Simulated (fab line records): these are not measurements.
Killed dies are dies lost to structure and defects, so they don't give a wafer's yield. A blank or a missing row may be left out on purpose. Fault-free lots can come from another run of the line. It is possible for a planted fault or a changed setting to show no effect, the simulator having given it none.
fab line records	flow nand_harc
record: lots: 6	wafers: 18	last_day: 33
route steps=1302 shown A_BLC@1120
lots untouched by any fault: they come from a run of this same line in which no faults occurred
start_h: the number of hours between the record's first day and the start of the first shown wafer of the lot	wait_h: how many hours have passed since the lot's step before this one	" as in the row above	L1.1+2: one row covering several wafers at once	- no value, or no start was given	* or withheld: withheld	< > ~ a bound
route shown NAME@n: NAME is a module with steps in the file, n the number in the route of the first one	usual: mean/standard deviation taken from wafers without a fault	same: alike in all rows	chamber/n: place in a boat	sites: the reading at each site	_std_site: the values' standard deviation	_edge_site: the outer-site mean with the inner-site mean subtracted	radius_mm: for every site, how far away it sits from the centre of the wafer	mask NAME#n: copy n	behind: the last tool/chamber to shape the wafer	hold: the reason the lot was held/the length of the hold in hours/how it ended	device: the n, p or np transistor that did not switch	end of line: at the end of the route, the tests of the same wafers	for a step that has no rows: nothing shown but its recipe	killed: dies lost to structure and defects at the first sort, not the wafer's yield	map: dies across one wafer; x = killed, . = not, _ = none there
set.NAME: the setting as run; set.NAME@STEP: as run at that earlier step	model.NAME: the simulator's own value behind a step, which no gauge read
a table for each step, a row for each wafer; lots at some steps of the route
services: a tool's chamber out of use, with start hour (start_h, from the record's first day; less than 0 if before it), hours out, and reason
== steps ==
step: NHARC_A_BLC_DESCUM_15
recipe: time_s: 3	o2_flow_sccm: 200	ar_flow_sccm: 0	bias_power_w: 0	chemistry: O2
step: NHARC_A_BLC_ETCH_16
recipe: target_depth_a: 390	over_etch_frac: 0.3	time_s: 65	ion_energy_ev: 80	cf4_flow_sccm: 150	ar_flow_sccm: 0	rf_w: 300	bias_w: 100	chemistry: CF4
usual: drypump_motor_current_A: 5.5/0.33	oes_product_au: 0.999/0.0067	rf_vpp_V: 151.4/1.1	showerhead_plenum_p_Torr: 1.76/0.072	throttle_valve_pct: 13.285/0.0097
lot.wafer	tool	chamber	start_h	wait_h	drypump_motor_current_A	oes_product_au	rf_hours_counter_h	rf_vpp_V	showerhead_plenum_p_Torr	throttle_valve_pct
L247.3	rie_diel-08	0	493.06	0.1	5.3	0.999	9	151.7	1.86	13.276
L247.6	"	1	"	"	5.9	0.995	-	149.4	1.67	13.278
L247.5	"	2	"	"	5.7	1.003	-	150.7	1.71	13.288
L250.1	rie_diel-08	1	535.70	0.1	5.9	0.998	14	151.3	1.67	13.291
L250.3	"	3	"	"	5.5	0.991	14	152.0	1.73	13.274
L250.2	"	0	"	"	5.2	1.000	14	152.2	1.86	13.285
L259.3	rie_diel-05	0	632.41	0.1	5.3	0.987	3	151.4	1.85	13.295
L259.1	"	1	"	"	5.2	0.983	3	152.5	1.83	13.305
L259.4	"	2	"	"	5.6	0.994	1	150.4	1.65	13.285
L260.3	rie_diel-09	0	633.76	0.1	5.2	1.000	47	151.5	1.72	13.287
L260.4	"	1	"	"	5.4	1.000	43	150.4	1.82	13.267
L260.5	"	2	"	"	5.6	0.999	-	148.9	1.70	13.296
L269.1	rie_diel-05	3	730.84	0.1	6.2	1.008	8	151.6	1.77	13.303
L269.3	"	2	"	"	5.6	0.994	7	149.7	1.65	13.273
L269.5	"	3	"	"	6.2	1.011	-	152.1	1.77	13.284
L270.1	rie_diel-08	2	734.59	0.1	5.7	0.997	0	150.1	1.71	13.278
L270.3	"	1	"	"	5.9	1.009	0	150.7	1.67	13.280
L270.5	"	2	"	"	5.7	0.993	-	151.9	1.71	13.293
step: NHARC_A_BLC_ETCH_17
recipe: target_depth_a: 3900	over_etch_frac: 0.25	time_s: 609.38	ion_energy_ev: 200	n2_flow_sccm: 150	h2_flow_sccm: 150	ar_flow_sccm: 0	rf_w: 400	bias_w: 150	chemistry: N2/H2
usual: drypump_motor_current_A: 5.5/0.33	oes_product_au: 1.000/0.008	rf_vpp_V: 430.2/2.7	showerhead_plenum_p_Torr: 2.03/0.094	throttle_valve_pct: 14.172/0.0092
lot.wafer	tool	chamber	start_h	wait_h	drypump_motor_current_A	oes_product_au	rf_hours_counter_h	rf_vpp_V	showerhead_plenum_p_Torr	throttle_valve_pct
L247.3	rie_diel-08	2	-	-	5.7	1.004	9	428.4	1.97	14.182
L247.5	"	1	"	"	6.0	0.996	-	426.5	1.92	14.168
L247.6	"	2	"	"	5.7	1.005	-	428.1	1.97	14.181
L250.3	rie_diel-08	0	-	-	5.3	1.001	14	431.9	2.16	14.177
L250.2	"	1	"	"	5.9	0.993	14	427.9	1.92	14.166
L250.1	"	2	"	"	5.7	0.990	14	427.2	1.97	14.173
L259.4	rie_diel-05	2	-	-	5.6	0.987	1	425.2	1.89	14.166
L259.3	"	3	"	"	6.2	1.011	3	431.1	2.04	14.169
L259.1	"	0	"	"	5.3	0.986	3	432.6	2.14	14.167
L260.4	rie_diel-09	0	-	-	5.2	1.012	47	429.7	1.98	14.170
L260.3	"	2	"	"	5.6	1.013	24	428.4	1.95	14.176
L260.5	"	3	"	"	5.3	0.996	-	433.0	2.10	14.175
L269.3	rie_diel-05	1	-	-	5.2	0.996	9	431.2	2.11	14.181
L269.1	"	3	"	"	6.3	1.002	8	430.8	2.04	14.178
L269.5	"	1	"	"	5.2	0.987	-	432.9	2.11	14.182
L270.3	rie_diel-08	3	-	-	5.5	1.006	0	428.7	1.99	14.158
L270.1	"	1	"	"	5.9	0.999	0	427.5	1.91	14.187
L270.5	"	0	"	"	5.2	1.005	-	432.9	2.16	14.161
step: NHARC_A_BLC_ETCH_18
recipe: target_depth_a: 9100	c4f8_flow_sccm: 20	o2_flow_sccm: 10	ar_flow_sccm: withheld	rf_w: 600	bias_w: 1500	chemistry: C4F8/O2/Ar
usual: oes_product_au: 0.950/0.023	rf_vpp_V: 978/5.7
lot.wafer	tool	chamber	start_h	wait_h	oes_product_au	rf_hours_counter_h	rf_vpp_V
L247.3	rie_diel-08	1	-	-	0.976	9	972
L247.5	"	1	"	"	0.979	-	971
L247.6	"	2	"	"	0.965	-	974
L250.3	rie_diel-08	1	-	-	0.921	14	971
L250.2	"	2	"	"	0.930	14	973
L250.1	"	3	"	"	0.930	15	975
L259.3	rie_diel-05	0	-	-	0.955	3	985
L259.1	"	1	"	"	0.980	3	984
L259.4	"	2	"	"	0.974	1	969
L260.3	rie_diel-09	2	-	-	0.965	24	974
L260.4	"	1	"	"	0.922	43	984
L260.5	"	3	"	"	0.919	-	981
L269.3	rie_diel-05	2	-	-	0.925	7	969
L269.1	"	3	"	"	0.927	9	978
L269.5	"	2	"	"	0.916	-	969
L270.3	rie_diel-08	2	-	-	0.966	0	974
L270.1	"	0	"	"	0.977	0	986
L270.5	"	3	"	"	0.977	-	975
step: NHARC_A_BLC_CD_MEAS_19
usual: cd_nm: 99.5/1.6
lot.wafer	tool	chamber	start_h	wait_h	cd_nm
L247.3	cd_sem-02	-	493.93	-	98.0
L247.5	"	-	"	"	99.9
L247.6	"	-	"	"	97.1
L250.1	cd_sem-02	-	536.88	-	96.5
L250.2	"	-	"	"	99.2
L250.3	"	-	"	"	97.4
L259.1	cd_sem-01	-	633.29	-	98.3
L259.3	"	-	"	"	97.3
L259.4	"	-	"	"	98.6
L260.3	cd_sem-01	-	634.64	-	101.8
L260.4	"	-	"	"	99.3
L260.5	"	-	"	"	102.1
L269.1	cd_sem-02	-	731.73	-	100.2
L269.3	"	-	"	"	100.1
L269.5	"	-	"	"	99.8
L270.1	cd_sem-01	-	735.47	-	100.6
L270.3	"	-	"	"	100.1
L270.5	"	-	"	"	100.8
step: NHARC_A_BLC_STRIP_29
recipe: cf4_flow_sccm: 150	ar_flow_sccm: 0	bias_w: 0	chemistry: CF4
usual: drypump_motor_current_A: 5.54/0.3	oes_product_au: 0.999/0.0065	rf_vpp_V: 59.3/0.92	showerhead_plenum_p_Torr: 1.76/0.072	throttle_valve_pct: 13.285/0.0091
lot.wafer	tool	chamber	start_h	wait_h	drypump_motor_current_A	oes_product_au	rf_hours_counter_h	rf_vpp_V	showerhead_plenum_p_Torr	throttle_valve_pct
L247.3	rie_diel-05	2	494.00	0.1	5.59	0.992	6	58.1	1.66	13.285
L247.5	"	2	"	"	5.58	0.988	-	59.7	1.66	13.288
L247.6	"	1	"	"	5.13	0.995	-	59.6	1.83	13.286
L250.3	rie_diel-08	0	536.97	0.1	5.18	0.994	14	59.4	1.86	13.272
L250.2	"	1	"	"	5.87	0.998	14	57.5	1.67	13.286
L250.1	"	2	"	"	5.76	0.990	14	58.3	1.71	13.273
L259.1	rie_diel-08	1	633.36	0.1	5.92	0.996	5	59.6	1.67	13.276
L259.4	"	3	"	"	5.52	0.995	6	59.8	1.73	13.282
L259.3	"	0	"	"	5.25	1.008	5	59.1	1.86	13.281
L260.3	rie_diel-08	3	634.70	0.1	5.53	0.995	6	60.1	1.73	13.286
L260.4	"	0	"	"	5.24	1.001	5	60.7	1.86	13.274
L260.5	"	3	"	"	5.53	0.994	-	58.9	1.73	13.265
L269.3	rie_diel-08	2	731.80	0.1	5.72	0.997	0	57.5	1.71	13.295
L269.1	"	3	"	"	5.52	1.004	0	58.7	1.73	13.291
L269.5	"	2	"	"	5.72	1.002	-	58.4	1.71	13.275
L270.3	rie_diel-08	0	735.56	0.1	5.23	1.009	0	58.6	1.86	13.284
L270.1	"	2	"	"	5.76	0.996	0	59.6	1.71	13.289
L270.5	"	3	"	"	5.52	1.010	-	58.3	1.73	13.280
step: NHARC_A_BLC_STRIP_21
recipe: o2_flow_sccm: 500	ar_flow_sccm: 0	bias_w: 0	chemistry: O2
step: NHARC_A_BLC_STRIP_22
recipe: time_s: 600	temp_c: 30	chemistry: post_etch_residue_remover
step: NHARC_A_BLC_DEGAS_30
recipe: temp_c: 300	time_s: 60
step: NHARC_A_BLC_PRE_CLEAN_31
recipe: time_s: 15	bias_v: 250	gas: Ar
step: NHARC_A_BLC_PVD_32
recipe: target_thk_a: 50	chamber_pressure_pa: 5	power_w: 5000	substrate_temp_c: 200	time_s: 17.7	material: Ti
step: NHARC_A_BLC_ALD_23
recipe: target_thk_a: 30	pulse_time_s: 1	ald_cycles: 150	temp_c: 450	material: TiN
usual: heater_power_w: 1077/110	precursor_pulse_height_rel: 1.002/0.02
lot.wafer	tool	chamber	start_h	wait_h	heater_power_w	precursor_pulse_height_rel
L247.3	ald_metal-02	1	494.87	-	940	0.992
L247.6	"	2	"	"	984	0.966
L247.5	"	3	"	"	1026	0.998
L250.3	ald_metal-01	3	537.72	-	1281	0.994
L250.2	"	0	"	"	901	1.013
L250.1	"	2	"	"	1168	0.996
L259.3	ald_metal-03	3	634.13	-	1122	0.982
L259.4	"	1	"	"	1023	1.031
L259.1	"	2	"	"	1032	1.002
L260.4	ald_metal-01	2	635.49	-	1181	0.989
L260.3	"	3	"	"	1263	0.989
L260.5	"	2	"	"	1198	1.005
L269.1	ald_metal-01	3	732.57	-	1248	0.987
L269.3	"	1	"	"	1051	0.990
L269.5	"	3	"	"	1255	1.028
L270.3	ald_metal-01	3	736.32	-	1268	0.984
L270.1	"	0	"	"	882	0.986
L270.5	"	3	"	"	1246	1.011
step: NHARC_A_BLC_CVD_24
recipe: target_thk_a: 1500	temp_c: 300	pressure_torr: 40	wf6_flow_sccm: 40	h2_flow_sccm: 1600	ar_flow_sccm: 1560	time_s: 434	material: W
usual: heater_power_w: 482/37	throttle_valve_pct: 8.1/0.38
lot.wafer	tool	chamber	start_h	wait_h	heater_power_w	throttle_valve_pct
L247.3	cvd_w-02	1	495.15	-	478	8.2
L247.5	"	1	"	"	475	7.9
L247.6	"	0	"	"	461	8.0
L250.1	cvd_w-01	1	537.92	-	449	8.2
L250.2	"	0	"	"	520	8.6
L250.3	"	0	"	"	514	9.1
L259.1	cvd_w-01	0	634.33	-	544	8.7
L259.3	"	0	"	"	546	8.7
L259.4	"	1	"	"	429	7.9
L260.3	cvd_w-01	0	635.93	-	545	8.4
L260.4	"	1	"	"	448	8.2
L260.5	"	0	"	"	533	8.6
L269.1	cvd_w-02	0	733.26	-	467	7.7
L269.3	"	0	"	"	468	7.6
L269.5	"	1	"	"	465	8.0
L270.1	cvd_w-02	1	736.60	-	467	7.8
L270.3	"	0	"	"	471	7.9
L270.5	"	0	"	"	458	7.7
step: NHARC_A_BLC_CMP_25
recipe: t_overpolish_s: 30	target_thk_nm: 150
usual: motor_current_A: 12.2/1.1	overpolish_run_s: 30.000/0.0096	slurry_flow_ml_min: 150.0/0.51	time_to_endpoint_s: 29.9/2.1
lot.wafer	tool	chamber	start_h	wait_h	motor_current_A	overpolish_run_s	slurry_flow_ml_min	time_to_endpoint_s
L247.3	cmp-02	0	495.56	0.3	13.1	30.010	149.3	29.9
L247.6	"	3	"	"	11.8	30.018	150.1	32.9
L247.5	"	0	"	"	13.5	30.000	150.5	32.4
L250.1	cmp-01	2	538.46	0.5	10.1	30.001	150.3	26.8
L250.3	"	3	"	"	10.5	29.999	150.2	26.7
L250.2	"	1	"	"	13.6	29.991	149.6	29.2
L259.1	cmp-02	3	634.86	0.5	10.9	29.998	149.4	31.2
L259.4	"	1	"	"	14.0	30.009	149.5	57.4
L259.3	"	2	"	"	13.3	30.004	149.6	58.1
L260.3	cmp-03	1	636.37	0.4	11.3	29.996	149.4	57.6
L260.4	"	2	"	"	11.6	29.995	149.6	57.5
L260.5	"	0	"	"	12.1	30.014	150.7	28.7
L269.1	cmp-01	0	733.84	0.5	12.6	29.990	149.8	26.8
L269.3	"	1	"	"	13.9	30.000	150.1	31.7
L269.5	"	3	"	"	11.3	30.000	150.2	28.0
L270.1	cmp-02	0	737.11	0.4	13.4	29.997	149.2	27.8
L270.3	"	1	"	"	13.9	29.995	149.9	29.2
L270.5	"	2	"	"	14.3	29.988	149.3	29.2
== services ==
tool	chamber	start_h	hours	kind
cmp-02	-	469.17	0.9	repair
rie_diel-05	3	476.13	21.9	repair
cmp-02	-	476.87	1.2	repair
rie_diel-08	2	484.20	3.3	repair
cmp-02	-	484.94	1.4	repair
cmp-02	-	492.04	0.5	repair
rie_diel-09	-	497.23	9.0	pm
rie_diel-08	0	497.87	8.6	repair
rie_diel-09	1	509.63	3.2	repair
cvd_w-02	0	521.89	2.1	repair
ald_metal-01	-	526.05	10.0	pm
cmp-02	-	527.85	4.0	pm
rie_diel-08	-	544.81	9.0	pm
ald_metal-01	3	548.64	21.5	repair
ald_metal-01	0	571.28	1.9	repair
rie_diel-05	2	582.00	29.5	repair
rie_diel-05	-	583.60	9.0	pm
ald_metal-01	-	594.81	1.1	repair
rie_diel-08	2	638.33	2.5	repair
rie_diel-08	0	658.49	5.7	repair
ald_metal-01	1	696.00	29.4	repair
ald_metal-01	-	704.05	10.0	pm
rie_diel-08	-	721.81	9.0	pm
rie_diel-05	1	734.74	7.7	repair
== key ==
first_sign: step: NHARC_A_BLC_CMP_25	reading: time_to_endpoint_s	direction: up	sigmas: 13	usual: *	struck: *
effect none on later readings
met_at NHARC_A_BLC_CVD_24
struck_wafers L259.3,L259.4,L260.3,L260.4
tester_left_out L259,L260
onset_between 537.92 634.33
fault: kind: process_parameter_drift	tool: cvd_w-01	chamber: -	onset_h: 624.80	steps: NHARC_A_BLC_CVD_24	channel: target_thk_a	offset: *	shape: step	end_h: 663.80	scope: struck_wafers_only	acts_in: *	stated: *
tester_left_out: of these lots the tester's yield and bins aren't shown, on N5 and GAA mostly nor the transistor test; their killed dies are dies lost to structure and defects alone, not to doping, threshold or leakage, so they don't give the yield
